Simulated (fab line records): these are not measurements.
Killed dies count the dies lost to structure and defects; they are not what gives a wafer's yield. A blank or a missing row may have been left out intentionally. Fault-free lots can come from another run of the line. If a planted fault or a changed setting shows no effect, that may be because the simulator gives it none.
fab line records	flow n5Finfet
record lots=6	wafers=18	lastDay=18
route steps=1938 shown BEOL_M15@1821 PASS1_DEP@1831 MIM_BOT@1832 MIM_TOP@1834 PASSIVATION@1936
lots untouched by any fault: they come from a run of this same line in which no faults occurred
startH: the number of hours between the record's first day and the start of the first shown wafer of the lot	waitH: time in hours since the lot's previous step	" as in the row above	L1.1+2: one row covering several wafers at once	- no value present, or no start provided	* or withheld: withheld	< > ~ a bound
route shown NAME@n: NAME is a module with steps in the file, n the number in the route of the first one	usual: mean and standard deviation over wafers with no fault	same: alike in all rows	chamber/n: place in a boat	sites: the reading at each site	_std_site: standard deviation across them	_edge_site: mean of outer sites minus mean of inner sites	radiusMm: for every site, how far away it sits from the centre of the wafer	mask NAME#n: copy n	behind: the tool/chamber that last shaped the wafer	hold: what put the lot on hold/how long, in hours/how the hold closed	device: which transistor (n, p or np) failed to switch	end of line: at the end of the route, the tests of the same wafers	a step with no rows: only its recipe	killed: at the first sort, the dies lost to defects and structure; wafer yield is something else	map: per-die view of a wafer (x killed, . not killed, _ where there is no die)
set.NAME: the setting the step ran with; set.NAME@STEP: the setting that earlier step ran with	model.NAME: the simulator's own value behind a step, which no gauge read
lots seen at some steps along the route; tables by step, rows by wafer
services: from which hour (startH, from the record's first day; less than 0 if before it) a tool's chamber was out of use, for how many hours, and why
## steps
# step N5_BEOL_M15_SPUTTER_45
# recipe material=Cu	targetThkA=1000	tempC=-20	biasV=60	powerW=26000	chamberPressurePa=0.13	timeS=16.67
# step N5_BEOL_M15_ECD_47
# recipe material=Cu	targetThkA=18600
# step N5_BEOL_M15_ANNEAL_48
# recipe tempC=225	timeS=90	ambient=N2
# usual annealTempC=224.98/0.18	wafer_temp_C_max=226.2/0.32
lot.wafer	tool	chamber	startH	waitH	annealTempC	wafer_temp_C_max
L397.1	rtpAnneal-01	0	270.96	0.2	224.45	225.8
L397.2	"	0	"	"	225.00	225.5
L397.4	"	0	"	"	224.97	225.8
L398.1	rtpAnneal-02	0	281.93	0.2	224.90	226.1
L398.2	"	0	"	"	224.96	226.6
L398.5	"	0	"	"	224.73	226.1
L409.1	rtpAnneal-02	0	361.47	0.2	224.92	226.1
L409.3	"	0	"	"	224.96	226.4
L409.4	"	0	"	"	225.09	226.5
L410.1	rtpAnneal-02	0	377.28	0.5	224.95	227.3
L410.2	"	0	"	"	225.27	226.3
L410.3	"	0	"	"	225.27	226.3
L413.2	rtpAnneal-01	0	381.58	0.2	225.00	226.0
L413.5	"	0	"	"	224.90	226.0
L413.6	"	0	"	"	224.79	226.1
L415.1	rtpAnneal-01	0	412.32	0.2	225.22	225.8
L415.4	"	0	"	"	225.48	226.2
L415.6	"	0	"	"	224.90	225.9
# step N5_BEOL_M15_CMP_49
# recipe stopOn=SiO2	tOverpolishS=4.9	downForcePsi=2	platenRpm=80	clearingPlatenDownForcePsi=2	clearingPlatenRpm=80	postCmpClean=cuAlkaline	targetThkNm=850	clearingPlatenPadVelocityMS=1.5917	padVelocityMS=1.5917
# usual barrierFieldEndpointS=11.36/0.27	motorCurrentA=8.0/0.7	overpolishRunS=4.901/0.0084	slurryFlowMlMin=150.0/0.46
lot.wafer	tool	chamber	startH	waitH	barrierFieldEndpointS	motorCurrentA	overpolishRunS	slurryFlowMlMin
L397.2	cmp-03	2	271.31	0.3	10.75	7.4	4.907	150.5
L397.1	"	3	"	"	11.57	8.7	4.906	150.2
L397.4	"	0	"	"	11.39	8.3	4.892	150.0
L398.1	cmp-01	0	282.27	0.3	11.12	7.2	4.903	150.3
L398.2	"	2	"	"	11.19	7.9	4.915	150.4
L398.5	"	3	"	"	11.03	9.5	4.891	149.8
L409.3	cmp-04	3	361.81	0.2	11.68	7.8	4.897	150.3
L409.1	"	0	"	"	11.69	8.8	4.900	150.1
L409.4	"	1	"	"	11.41	7.4	4.907	150.1
L410.2	cmp-01	0	377.59	0.2	11.15	7.3	4.919	150.0
L410.1	"	1	"	"	11.27	7.1	4.913	149.0
L410.3	"	3	"	"	11.66	9.4	4.903	149.9
L413.2	cmp-04	1	381.87	0.2	11.35	7.7	4.899	150.2
L413.5	"	0	"	"	11.34	8.3	4.908	150.5
L413.6	"	1	"	"	11.22	8.0	4.888	149.3
L415.4	cmp-01	2	412.61	0.1	11.37	7.5	4.901	150.5
L415.1	"	3	"	"	11.42	9.5	4.903	150.6
L415.6	"	2	"	"	11.15	7.9	4.908	148.8
# step N5_BEOL_M15_THK_MEAS_50
# recipe thkMeasGauge=xrf	reads=Cu_of_BEOL_M15_ECD_47
# usual M15_THK=826/18
lot.wafer	tool	chamber	startH	waitH	M15_THK[nm]
L397.1	filmMetro-01	-	271.57	-	857
L397.2	"	-	"	"	831
L397.4	"	-	"	"	856
L398.1	filmMetro-01	-	282.53	-	809
L398.2	"	-	"	"	815
L398.5	"	-	"	"	803
L409.1	filmMetro-02	-	362.06	-	825
L409.3	"	-	"	"	817
L409.4	"	-	"	"	815
L410.1	filmMetro-01	-	377.89	-	832
L410.2	"	-	"	"	824
L410.3	"	-	"	"	821
L413.2	filmMetro-01	-	382.12	-	820
L413.5	"	-	"	"	814
L413.6	"	-	"	"	814
L415.1	filmMetro-01	-	412.91	-	853
L415.4	"	-	"	"	861
L415.6	"	-	"	"	854
# step N5_BEOL_M15_PRE_CLEAN_52
# recipe gas=NH3	timeS=15	tempC=withheld	rfPowerW=300
# step N5_BEOL_M15_DEP_53
# recipe material=SiCN	targetThkA=500	tempC=withheld	precursor=3MS/NH3	pressureTorr=3	rfW=675	timeS=17.8
# step N5_BEOL_M15_RS_MEAS_54
# recipe thkMeasGauge=four-point-probe	reads=Cu_of_BEOL_M15_ECD_47+Ta_of_BEOL_M15_SPUTTER_44+TaN_of_BEOL_M15_SPUTTER_43
# usual M15_RS=0.0215/0.00045
lot.wafer	tool	chamber	startH	waitH	M15_RS[ohm/sq]
L397.1	filmMetro-02	-	271.70	0.0	0.0209
L397.2	"	-	"	"	0.0214
L397.4	"	-	"	"	0.0208
L398.1	filmMetro-01	-	282.66	0.0	0.0217
L398.2	"	-	"	"	0.0216
L398.5	"	-	"	"	0.0218
L409.1	filmMetro-01	-	362.19	0.0	0.0217
L409.3	"	-	"	"	0.0219
L409.4	"	-	"	"	0.0219
L410.1	filmMetro-02	-	378.02	0.0	0.0216
L410.2	"	-	"	"	0.0218
L410.3	"	-	"	"	0.0217
L413.2	filmMetro-01	-	382.25	0.1	0.0217
L413.5	"	-	"	"	0.0218
L413.6	"	-	"	"	0.0220
L415.1	filmMetro-01	-	413.04	0.0	0.0209
L415.4	"	-	"	"	0.0208
L415.6	"	-	"	"	0.0209
# step N5_BEOL_M15_INSPECT_55
# recipe inspectInstrument=darkfield	mode=postDep
# usual rawDefectCount=62/16
lot.wafer	tool	chamber	startH	waitH	rawDefectCount
L397.1	defectInspect-01	-	271.73	0.0	67
L397.2	"	-	"	"	94
L397.4	"	-	"	"	106
L398.1	defectInspect-01	-	282.68	0.0	32
L398.2	"	-	"	"	67
L398.5	"	-	"	"	68
L409.1	defectInspect-02	-	362.22	0.0	59
L409.3	"	-	"	"	86
L409.4	"	-	"	"	66
L410.1	defectInspect-02	-	378.04	0.0	38
L410.2	"	-	"	"	73
L410.3	"	-	"	"	45
L413.2	defectInspect-02	-	382.28	0.0	69
L413.5	"	-	"	"	103
L413.6	"	-	"	"	64
L415.1	defectInspect-01	-	413.06	0.0	73
L415.4	"	-	"	"	83
L415.6	"	-	"	"	81
# step N5_BEOL_M15_RC_MEAS_101
# usual COMB_M10=1.5e-11/3.1e-12	COMB_M11=1.5e-11/3.6e-12	COMB_M11_max_site=2.2e-11/6.3e-12	COMB_M12=6.7e-12/1.8e-12	COMB_M13=4.6e-12/1.2e-12	COMB_M13_max_site=6.7e-12/1.7e-12	COMB_M14=3.8e-12/1.3e-12	COMB_M15=2.7e-12/1.1e-12	COMB_M5=3.5e-11/6.8e-12	COMB_M6=2.6e-11/5.7e-12	COMB_M7=2.5e-11/4.9e-12	COMB_M8=2.6e-11/5.8e-12	COMB_M9=1.5e-11/3.4e-12	SERP_M10=3.11/0.099	SERP_M11=3.07/0.096	SERP_M12=0.640/0.02	SERP_M13=0.309/0.007	SERP_M14=0.161/0.0058	SERP_M5=38.8/1.6	SERP_M6=13.9/0.5	SERP_M7=14.1/0.67	SERP_M8=14.0/0.59	SERP_M9=3.06/0.096
lot.wafer	tool	chamber	startH	waitH	COMB_M10[S/m]	COMB_M11[S/m]	COMB_M11_max_site[S/m]	COMB_M12[S/m]	COMB_M13[S/m]	COMB_M13_max_site[S/m]	COMB_M14[S/m]	COMB_M15[S/m]	COMB_M5[S/m]	COMB_M6[S/m]	COMB_M7[S/m]	COMB_M8[S/m]	COMB_M9[S/m]	SERP_M10[ohm/um]	SERP_M11[ohm/um]	SERP_M12[ohm/um]	SERP_M13[ohm/um]	SERP_M14[ohm/um]	SERP_M5[ohm/um]	SERP_M6[ohm/um]	SERP_M7[ohm/um]	SERP_M8[ohm/um]	SERP_M9[ohm/um]
L397.1	prober-01	0	271.76	0.0	1.3e-11	1.2e-11	1.7e-11	6.4e-12	3.9e-12	5.4e-12	2.9e-12	2.9e-12	2.5e-11	1.8e-11	1.9e-11	3.1e-11	1.2e-11	3.28	3.18	0.657	0.305	0.169	39.2	13.4	13.7	14.2	3.10
L397.2	"	0	"	"	9e-12	1.2e-11	2e-11	5.7e-12	3.8e-12	6.4e-12	4.7e-12	3.4e-12	2.9e-11	2.1e-11	2e-11	2.7e-11	1.2e-11	3.27	3.11	0.630	0.298	0.158	39.6	13.7	13.6	13.9	3.20
L397.4	"	0	"	"	1.2e-11	1.3e-11	1.5e-11	5.8e-12	4.7e-12	6.3e-12	3e-12	2.3e-12	3.6e-11	2.1e-11	3.3e-11	1.6e-11	1.3e-11	3.16	3.17	0.647	0.320	0.168	37.7	14.5	13.5	13.8	3.27
L398.1	prober-02	0	282.71	0.0	1.7e-11	1.2e-11	1.4e-11	7e-12	5.5e-12	6.8e-12	4.1e-12	3.4e-12	4.2e-11	1.8e-11	2.2e-11	2.6e-11	2.4e-11	3.05	3.15	0.631	0.315	0.165	37.4	14.2	13.0	14.0	3.22
L398.2	"	0	"	"	1.4e-11	1.5e-11	1.8e-11	6.1e-12	5.1e-12	6.4e-12	4.4e-12	4.2e-12	4.1e-11	3.4e-11	2.3e-11	3.3e-11	1.8e-11	3.11	3.12	0.652	0.314	0.167	38.6	13.8	15.0	13.3	2.92
L398.5	"	0	"	"	1.3e-11	1.6e-11	1.9e-11	7.5e-12	6.4e-12	9.2e-12	5.2e-12	3.9e-12	4.2e-11	2.2e-11	4e-11	3.6e-11	2e-11	3.25	3.16	0.613	0.312	0.158	39.5	13.6	13.4	14.4	2.93
L409.1	prober-02	0	362.24	0.0	1.3e-11	1.7e-11	2.9e-11	8.7e-12	5.7e-12	7.1e-12	3.9e-12	4.6e-12	3.7e-11	2e-11	2.9e-11	2.1e-11	1.8e-11	2.91	2.99	0.632	0.314	0.166	40.2	13.7	14.6	13.1	3.16
L409.3	"	0	"	"	1.8e-11	1.8e-11	2.5e-11	8e-12	7.5e-12	8.4e-12	4.2e-12	4.1e-12	4.3e-11	2e-11	1.8e-11	3.2e-11	1.6e-11	2.98	3.07	0.622	0.301	0.169	40.7	13.5	14.4	14.0	3.19
L409.4	"	0	"	"	1.3e-11	1.8e-11	2.5e-11	6.6e-12	5.8e-12	7.3e-12	3.9e-12	4.3e-12	3e-11	2.6e-11	2.1e-11	2.7e-11	1.3e-11	2.98	2.96	0.622	0.298	0.157	38.8	13.8	14.7	13.9	3.14
L410.1	prober-01	0	378.07	0.0	1.1e-11	1e-11	1.5e-11	8.1e-12	3e-12	5.4e-12	2.6e-12	1.9e-12	3.2e-11	2.9e-11	1.8e-11	2.3e-11	1.7e-11	3.12	3.13	0.641	0.312	0.169	35.8	14.8	14.1	13.7	3.03
L410.2	"	0	"	"	1.3e-11	1.5e-11	2.3e-11	6e-12	3.8e-12	7.3e-12	2.9e-12	3.3e-12	2.3e-11	3.4e-11	1.9e-11	2e-11	1.6e-11	3.16	3.16	0.656	0.314	0.161	36.3	14.3	14.0	14.4	3.10
L410.3	"	0	"	"	8e-12	1.3e-11	1.6e-11	6.8e-12	3.4e-12	4.7e-12	2.5e-12	7e-13	3.1e-11	3.7e-11	2.3e-11	2.3e-11	2.1e-11	2.98	2.91	0.652	0.319	0.167	35.3	13.9	13.9	14.0	2.96
L413.2	prober-02	0	382.46	0.2	1.8e-11	2e-11	3.7e-11	9.9e-12	5e-12	7.3e-12	6.1e-12	5e-12	5.3e-11	3.2e-11	3.2e-11	3.3e-11	1.2e-11	3.26	3.03	0.632	0.305	0.168	37.3	14.3	14.4	14.4	3.03
L413.5	"	0	"	"	1.7e-11	2e-11	2.8e-11	6.4e-12	5.7e-12	9.2e-12	5.5e-12	5.6e-12	5.5e-11	2.6e-11	2.5e-11	3.4e-11	1.6e-11	3.19	3.12	0.625	0.303	0.157	39.2	15.2	13.5	14.2	2.89
L413.6	"	0	"	"	2.2e-11	2.4e-11	2.8e-11	1.24e-11	4.3e-12	6.6e-12	4.7e-12	4.2e-12	5e-11	3.6e-11	2.8e-11	4.3e-11	1.4e-11	3.27	3.08	0.659	0.297	0.171	35.2	14.0	14.6	14.0	3.12
L415.1	prober-02	0	413.09	0.0	2.2e-11	1.5e-11	2e-11	8.1e-12	5.9e-12	7.1e-12	4.7e-12	4.3e-12	2.9e-11	4e-11	2e-11	2.8e-11	2.2e-11	3.20	2.95	0.611	0.307	0.159	38.3	13.5	13.6	13.2	2.93
L415.4	"	0	"	"	1.4e-11	1.3e-11	2e-11	6.6e-12	4.5e-12	5.3e-12	4.4e-12	3.2e-12	3.3e-11	3.2e-11	1.8e-11	2.8e-11	1.8e-11	3.01	2.94	0.612	0.311	0.160	40.5	13.3	13.7	13.7	2.97
L415.6	"	0	"	"	1.4e-11	1.2e-11	1.4e-11	7.7e-12	5.2e-12	8.7e-12	6e-12	3.4e-12	3.8e-11	2e-11	2.9e-11	3.3e-11	1.9e-11	3.22	2.94	0.646	0.307	0.154	37.9	13.4	13.4	13.0	3.11
# step N5_PASSIVATION_PECVD_00
# recipe material=SiO2	targetThkA=2000	tempC=400	precursor=SiH4/N2O	pressureTorr=2.7	rfW=608	timeS=11.2
# usual heaterPowerOuterW=364/45	heaterPowerW=630/61	showerheadPlenumPTorr=8.15/0.11	throttleValvePct=51.0/1.6
lot.wafer	tool	chamber	startH	waitH	heaterPowerOuterW	heaterPowerW	showerheadPlenumPTorr	throttleValvePct
L397.1	pecvd-04	0	272.72	0.8	402	621	7.96	49.9
L397.2	"	1	"	"	384	680	8.05	52.3
L397.4	"	2	"	"	338	590	8.31	52.7
L398.1	pecvd-02	1	283.68	0.8	351	636	7.98	50.6
L398.2	"	2	"	"	415	643	8.18	48.7
L398.5	"	1	"	"	355	644	7.98	51.1
L409.1	pecvd-01	0	363.21	0.8	395	712	8.14	51.5
L409.3	"	2	"	"	348	641	8.28	50.7
L409.4	"	2	"	"	350	653	8.28	50.4
L410.1	pecvd-01	2	379.03	0.8	330	614	8.25	50.4
L410.2	"	0	"	"	350	630	8.15	51.8
L410.3	"	1	"	"	340	637	8.17	53.7
L413.2	pecvd-01	2	383.27	0.7	351	650	8.29	50.7
L413.5	"	0	"	"	408	728	8.13	51.6
L413.6	"	2	"	"	356	673	8.28	50.5
L415.1	pecvd-01	1	414.06	0.8	348	648	8.17	53.6
L415.4	"	2	"	"	337	624	8.28	50.5
L415.6	"	0	"	"	421	714	8.13	51.6
# step N5_MIM_BOT_DEGAS_01
# recipe ambient=vacuum	tempC=300	timeS=60
# usual heaterPowerW=487/22
lot.wafer	tool	chamber	startH	waitH	heaterPowerW
L397.1	pvdSputter-03	-	273.27	0.5	512
L397.2	"	-	"	"	473
L397.4	"	-	"	"	490
L398.1	pvdSputter-02	-	284.91	1.2	475
L398.2	"	-	"	"	486
L398.5	"	-	"	"	503
L409.1	pvdSputter-03	-	367.41	4.2	481
L409.3	"	-	"	"	524
L409.4	"	-	"	"	461
L410.1	pvdSputter-03	-	380.33	1.3	469
L410.2	"	-	"	"	483
L410.3	"	-	"	"	529
L413.2	pvdSputter-02	-	384.01	0.7	488
L413.5	"	-	"	"	488
L413.6	"	-	"	"	469
L415.1	pvdSputter-01	-	414.28	0.2	470
L415.4	"	-	"	"	478
L415.6	"	-	"	"	532
# step N5_MIM_BOT_SPUTTER_00
# recipe material=TiN	targetThkA=350	tempC=200	powerW=3000	chamberPressurePa=0.49996	gas=Ar	reactivePartialPa=0.37997	timeS=89.7
# usual chamberPressurePa=0.5000/0.0011	throttleValvePct=29.9/1.2
lot.wafer	tool	chamber	startH	waitH	chamberPressurePa	throttleValvePct
L397.1	pvdSputter-03	-	273.31	0.0	0.4999	31.2
L397.2	"	-	"	"	0.5023	30.8
L397.4	"	-	"	"	0.5009	29.6
L398.1	pvdSputter-02	-	284.95	0.0	0.5000	28.1
L398.2	"	-	"	"	0.4993	29.8
L398.5	"	-	"	"	0.4989	27.8
L409.1	pvdSputter-03	-	367.45	0.0	0.4995	28.6
L409.3	"	-	"	"	0.5008	30.8
L409.4	"	-	"	"	0.5197	30.2
L410.1	pvdSputter-03	-	380.37	0.0	0.5182	30.0
L410.2	"	-	"	"	0.4999	28.1
L410.3	"	-	"	"	0.5010	31.3
L413.2	pvdSputter-02	-	384.05	0.0	0.5009	29.9
L413.5	"	-	"	"	0.5023	29.6
L413.6	"	-	"	"	0.5009	29.1
L415.1	pvdSputter-01	-	414.32	0.0	0.5002	30.8
L415.4	"	-	"	"	0.5009	29.7
L415.6	"	-	"	"	0.4994	29.4
# step N5_MIM_TOP_ALD_00
# recipe material=Al2O3	targetThkA=*	tempC=withheld	aldPrecursorFamily=TMA	aldCoReactant=O3	pulseTimeS=withheld	purgeTimeS=3	coReactantPurgeTimeS=withheld	coReactantPulseTimeS=3	aldCycles=withheld
# usual precursorPulseHeightRel=1.000/0.022
lot.wafer	tool	chamber	startH	waitH	precursorPulseHeightRel
L397.1	aldHk-02	0	273.41	0.1	1.011
L397.2	"	1	"	"	1.013
L397.4	"	2	"	"	0.999
L398.1	aldHk-01	0	285.05	0.1	1.012
L398.2	"	1	"	"	1.012
L398.5	"	2	"	"	0.987
L409.1	aldHk-02	2	367.55	0.1	0.973
L409.3	"	1	"	"	1.028
L409.4	"	0	"	"	1.024
L410.1	aldHk-01	2	380.47	0.1	0.977
L410.2	"	3	"	"	0.990
L410.3	"	1	"	"	0.993
L413.2	aldHk-01	3	384.15	0.1	0.996
L413.5	"	1	"	"	0.983
L413.6	"	0	"	"	1.027
L415.1	aldHk-01	0	414.42	0.1	1.023
L415.4	"	1	"	"	1.011
L415.6	"	1	"	"	1.049
# step N5_PASSIVATION_PROBE_49
# usual defectLimitedYield=91.2/1.6	killed_at_M0_to_M3=34/11	killed_at_M4_up=14/5.7	killedAtContacts=14/6.6	killedAtFrontEnd=37/10	killedAtOther=4/3.2	killedDies=104/19	killedOpen=69/13	killedShort=33/8.7	sort_bin_4_leakage=0.00/0.014	sort_bin_5_function=5.1/1	sort_bin_6_memory=3.3/0.76	sort_bin_8_speed=0.00/0.016	sortNPass=1076/19	sortYieldPct=91.2/1.6
# same grossDies=1180	killedAtBackSide=0
lot.wafer	tool	chamber	startH	waitH	defectLimitedYield[%]	killed_at_M0_to_M3	killed_at_M4_up	killedAtContacts	killedAtFrontEnd	killedAtOther	killedDies	killedOpen	killedShort	sort_bin_4_leakage[%]	sort_bin_5_function[%]	sort_bin_6_memory[%]	sort_bin_8_speed[%]	sortNPass	sortYieldPct[%]
L409.1	prober-02	-	379.08	0.0	91.6	36	15	6	39	3	99	71	27	0	4.8	3.3	0	1081	91.6
L409.3	prober-02	-	379.18	0.1	92.2	40	14	5	31	2	92	71	21	0	5.0	2.5	0	1088	92.2
L409.4	prober-02	-	379.23	0.2	91.7	40	5	16	37	0	98	60	35	0	5.2	2.9	0	1082	91.7
L410.1	prober-01	-	395.73	0.0	91.8	40	8	7	40	2	97	63	33	0	4.7	3.2	0	1083	91.8
L410.2	prober-01	-	395.78	0.1	90.7	33	12	14	46	5	110	76	28	0	5.6	2.9	0	1070	90.7
L410.3	prober-01	-	395.83	0.1	90.6	48	15	9	36	3	111	79	28	0	5.3	3.5	0	1069	90.6
# killed by level:class
L409.1 BEOL_M2:geometricParticle:open=11 BEOL_M3:geometricParticle:open=9 FIN_SAQP:geometricParticle:open=8 FIN_SAQP:geometricParticle:short=8 BEOL_M1:geometricParticle:open=6 GATE_CUT:geometricParticle:short=5 BEOL_M4:geometricParticle:open=5 BEOL_M7:geometricParticle:open=5
L409.3 BEOL_M3:geometricParticle:open=13 FIN_SAQP:geometricParticle:open=9 BEOL_M1:geometricParticle:open=8 BEOL_M0_SAQP:geometricParticle:open=7 BEOL_M8:geometricParticle:open=5 DUMMY_GATE:geometricParticle:open=4 MOL_CONTACT_COAG:geometricParticle:open=4 BEOL_M0_SAQP:geometricParticle:short=4
L409.4 MOL_CONTACT_COAG:geometricParticle:open=14 BEOL_M3:geometricParticle:open=9 BEOL_M0_SAQP:geometricParticle:short=8 BEOL_M2:geometricParticle:open=7 FIN_SAQP:geometricParticle:open=6 STI_FIN_REVEAL:geometricParticle:short=5 GATE_CUT:geometricParticle:open=5 FIN_SAQP:geometricParticle:short=4
L410.1 FIN_SAQP:geometricParticle:open=13 BEOL_M3:geometricParticle:open=8 FIN_SAQP:geometricParticle:short=7 BEOL_M2:geometricParticle:open=7 MOL_CONTACT_COAG:geometricParticle:open=6 BEOL_M0_SAQP:geometricParticle:open=6 BEOL_M0_SAQP:geometricParticle:short=5 GATE_CUT:geometricParticle:short=4
L410.2 STI_FIN_REVEAL:geometricParticle:open=13 MOL_CONTACT_COAG:geometricParticle:open=12 FIN_SAQP:geometricParticle:open=9 BEOL_M1:geometricParticle:open=9 BEOL_M3:geometricParticle:open=9 HKMG_FIN:areaEtch=5 GATE_CUT:geometricParticle:short=4 BEOL_M0_SAQP:geometricParticle:short=4
L410.3 BEOL_M0_SAQP:geometricParticle:open=12 BEOL_M2:geometricParticle:open=10 FIN_SAQP:geometricParticle:open=9 MOL_CONTACT_COAG:geometricParticle:open=8 BEOL_M3:geometricParticle:open=8 BEOL_M7:geometricParticle:open=6 FIN_SAQP:geometricParticle:short=4 BEOL_M1:geometricParticle:open=4
## services
tool	chamber	startH	hours	kind
pecvd-04	-	254.23	6.0	pm
cmp-03	-	259.78	4.0	pm
cmp-04	-	278.21	0.4	repair
pecvd-01	1	279.98	6.5	repair
pecvd-01	0	287.45	3.9	repair
cmp-01	-	287.77	0.5	repair
cmp-01	-	288.30	5.9	pm
pecvd-02	-	290.07	1.3	repair
cmp-01	-	302.33	2.0	repair
pvdSputter-03	-	309.90	0.8	repair
cmp-03	-	311.07	5.7	pm
cmp-01	-	312.15	4.0	pm
pecvd-04	-	315.53	0.6	repair
cmp-03	-	324.47	1.2	repair
pvdSputter-01	-	335.20	1.6	repair
rtpAnneal-01	-	336.27	2.5	pm
cmp-04	-	337.08	5.0	pm
cmp-03	-	338.28	3.1	repair
aldHk-01	-	341.39	1.0	repair
pecvd-01	1	343.01	16.8	repair
cmp-01	-	351.97	1.0	repair
cmp-04	-	372.13	4.0	pm
pecvd-04	-	402.59	0.3	repair
cmp-03	-	411.82	1.2	repair
## key
firstSign step=N5_MIM_BOT_SPUTTER_00	reading=chamberPressurePa	direction=up	sigmas=18	usual=0.5000	struck=0.5190
effect none on later readings
metAt N5_MIM_BOT_SPUTTER_00
struckWafers L409.4,L410.1
onsetBetween 273.31 367.45
fault kind=processParameterDrift	tool=pvdSputter-03	chamber=-	onsetH=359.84	steps=N5_MIM_BOT_SPUTTER_00	channel=chamberPressurePa	offset=0.020467	shape=step	endH=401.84	actsIn=theseRecipesOnly	stated=0.49996	scope=struckWafersOnly
